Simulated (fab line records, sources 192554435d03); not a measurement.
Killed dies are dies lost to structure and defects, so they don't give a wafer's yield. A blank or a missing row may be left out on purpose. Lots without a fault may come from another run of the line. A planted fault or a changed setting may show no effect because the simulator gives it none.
Chamber matching | flow n5_finfet | N5_BEOL_M0_ETCH_138 on rie_diel-06: 4 sister chambers
The step etches SiCN in CH3F/O2, target depth 12 nm, time 31.6 s. 4 wafers are shown with their chamber, then 9 later ones without.

WAFERS WITH THEIR CHAMBER
wafer  | chamber | throttle_valve_pct (%)
L082.1 | 2       | 16.16
L083.6 | 0       | 16.71
L089.2 | 1       | 16.17
L089.6 | 3       | 16.21

WAFERS WITHOUT THEIR CHAMBER
wafer  | throttle_valve_pct (%)
L092.2 | 16.21
L092.3 | 16.21
L092.4 | 16.19
L093.1 | 16.74
L093.3 | 16.22
L093.4 | 16.23
L096.1 | 16.23
L096.4 | 16.23
L096.6 | 16.22

WHICH CHAMBER EACH WENT THROUGH
wafer  | from the rows above          | in truth
L092.2 | 3                            | 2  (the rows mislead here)
L092.3 | 3                            | 3
L092.4 | can't be placed: 1 or 3 or 2 | 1
L093.1 | 0                            | 0
L093.3 | 3                            | 3
L093.4 | 3                            | 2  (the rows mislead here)
L096.1 | 3                            | 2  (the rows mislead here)
L096.4 | 3                            | 3
L096.6 | 3                            | 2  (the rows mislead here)
Placed correctly: 4 of 9. Can't be placed from these rows: 1 (the true chamber is among the candidates in 1). Placed wrongly: 4.
How it was worked out, from the rows above alone: a wafer's distance from a chamber is the root of the sum, over the readings, of the square of ((its reading less the chamber's mean) divided by the reading's scatter). The wafer belongs to the nearest chamber; if the next one is less than 2 further off, it can't be placed. A chamber's mean is the mean of its shown wafers. The scatter: with one shown wafer a chamber, the root of the mean of the squares of how far each hidden wafer lies from its nearest shown one.
